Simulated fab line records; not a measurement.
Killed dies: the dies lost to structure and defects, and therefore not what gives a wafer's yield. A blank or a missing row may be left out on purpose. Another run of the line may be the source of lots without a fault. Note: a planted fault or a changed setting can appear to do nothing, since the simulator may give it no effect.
Which tool is to blame? + flow n5Finfet + 12 lots with 36 wafers sampled at 6 steps, on a route of 1938 steps

## WHAT THE GAUGES SHOWED, per wafer
N5_BEOL_M6_THK_MEAS_01.
| lot  | measured     | on           | M6_ILD_THK (nm)   |
|------|--------------|--------------|-------------------|
| L075 | day 8 17:23  | filmMetro-02 | 154.9 152.8 157.0 |
| L078 | day 9 00:30  | filmMetro-01 | 153.8 156.2 156.9 |
| L079 | day 9 16:51  | filmMetro-02 | 152.0 154.1 155.3 |
| L081 | day 10 18:22 | filmMetro-02 | 155.5 155.9 158.0 |
| L082 | day 10 22:09 | filmMetro-01 | 153.7 155.2 156.6 |
| L085 | day 11 03:31 | filmMetro-02 | 152.6 154.6 156.8 |
| L087 | day 11 03:56 | filmMetro-01 | 151.8 154.4 154.1 |
| L088 | day 12 10:20 | filmMetro-02 | 152.3 153.7 155.7 |
| L091 | day 12 18:52 | filmMetro-01 | 153.5 154.9 157.5 |
| L093 | day 13 07:02 | filmMetro-01 | 154.1 154.9 157.2 |
| L094 | day 13 20:58 | filmMetro-01 | 152.0 153.5 156.8 |
| L096 | day 14 19:11 | filmMetro-02 | 152.4 154.9 157.4 |

## WHAT TOOL EACH LOT RAN ON (gives the tool, then ch and the chambers of the sampled wafers, and finally the start)
| lot  | N5_BEOL_M5_ETCH_62                | N5_BEOL_M5_STRIP_64               | N5_BEOL_M5_DESCUM_33              | N5_BEOL_M5_PRE_CLEAN_45     | N5_BEOL_M5_ANNEAL_49        |
|------|-----------------------------------|-----------------------------------|-----------------------------------|-----------------------------|-----------------------------|
| L075 | rieDiel-04 ch 0,2,3, day 8 07:06  | rieDiel-04 ch 0,2,3, day 8 07:14  | rieDiel-04 ch 0,1,3, day 8 08:46  | pvdSputter-01, day 8 10:04  | pvdSputter-01, day 8 10:58  |
| L078 | rieDiel-04 ch 1,3, day 8 14:35    | rieDiel-04 ch 1,3, day 8 14:43    | rieDiel-01 ch 0,3, day 8 15:51    | pvdSputter-02, day 8 17:17  | pvdSputter-02, day 8 18:17  |
| L079 | rieDiel-03 ch 0,3, day 9 07:25    | rieDiel-03 ch 0,3, day 9 07:33    | rieDiel-04 ch 0,2, day 9 08:36    | pvdSputter-01, day 9 09:37  | pvdSputter-02, day 9 10:52  |
| L081 | rieDiel-03 ch 1,2,3, day 10 08:06 | rieDiel-03 ch 1,2,3, day 10 08:13 | rieDiel-04 ch 1,2, day 10 09:41   | pvdSputter-01, day 10 11:11 | pvdSputter-03, day 10 11:55 |
| L082 | rieDiel-01 ch 0,1,3, day 10 10:53 | rieDiel-01 ch 0,1,3, day 10 11:01 | rieDiel-03 ch 1,3, day 10 13:55   | pvdSputter-02, day 10 15:11 | pvdSputter-02, day 10 15:54 |
| L085 | rieDiel-01 ch 2,3, day 10 15:09   | rieDiel-01 ch 2,3, day 10 15:16   | rieDiel-01 ch 0,1,3, day 10 19:37 | pvdSputter-01, day 10 20:50 | pvdSputter-02, day 10 21:32 |
| L087 | rieDiel-01 ch 1,2,3, day 10 17:26 | rieDiel-01 ch 1,2,3, day 10 17:34 | rieDiel-03 ch 2,3, day 10 19:54   | pvdSputter-01, day 10 20:55 | pvdSputter-01, day 10 21:46 |
| L088 | rieDiel-04 ch 0,1,3, day 12 00:34 | rieDiel-04 ch 0,1,3, day 12 00:42 | rieDiel-03 ch 1,2, day 12 02:15   | pvdSputter-01, day 12 03:31 | pvdSputter-01, day 12 04:07 |
| L091 | rieDiel-04 ch 0,1,3, day 12 07:21 | rieDiel-04 ch 0,1,3, day 12 07:28 | rieDiel-01 ch 1,2,3, day 12 10:38 | pvdSputter-02, day 12 12:06 | pvdSputter-02, day 12 12:53 |
| L093 | rieDiel-03 ch 1,2, day 12 21:23   | rieDiel-03 ch 1,2, day 12 21:31   | rieDiel-01 ch 1,2,3, day 12 23:04 | pvdSputter-02, day 13 00:23 | pvdSputter-03, day 13 01:05 |
| L094 | rieDiel-04 ch 1,2, day 13 10:53   | rieDiel-04 ch 1,2, day 13 11:01   | rieDiel-01 ch 0,2,3, day 13 12:26 | pvdSputter-01, day 13 13:56 | pvdSputter-02, day 13 14:36 |
| L096 | rieDiel-01 ch 0,3, day 14 03:02   | rieDiel-01 ch 0,3, day 14 03:10   | rieDiel-03 ch 1,2,3, day 14 05:43 | pvdSputter-01, day 14 06:42 | pvdSputter-01, day 14 07:24 |
- N5_BEOL_M5_ETCH_62: etches SOC in N2/H2, target depth 75 nm, overetch 15 nm, time 112.5 s.
- N5_BEOL_M5_STRIP_64: strips in CF4.
- N5_BEOL_M5_DESCUM_33: chemistry O2, time 7 s.
- N5_BEOL_M5_PRE_CLEAN_45: time 30 s.
- N5_BEOL_M5_ANNEAL_49: time 1800 s.

## THE ANSWER, worked out from the rows above alone
Rule: the lots themselves supply what counts as usual. Put in order of their means at a reading, lots are off if they are a third of the lots or fewer, leave a main group of 4 or more, and stand apart from it by a gap of 3 or more times the standard deviation of the main group's means; of several such gaps the widest counts. A main group whose means are all the same, to the digits that the tables above print for the reading, isn't used. Also off: a lot with no number at a reading for which 4 or more lots have one. Where the step has rows for the other lots, those lots are counted as sound.
No lot is off at any reading shown: from this, nothing can be told.

## WHAT HAD BEEN PUT IN BY THE SIMULATOR
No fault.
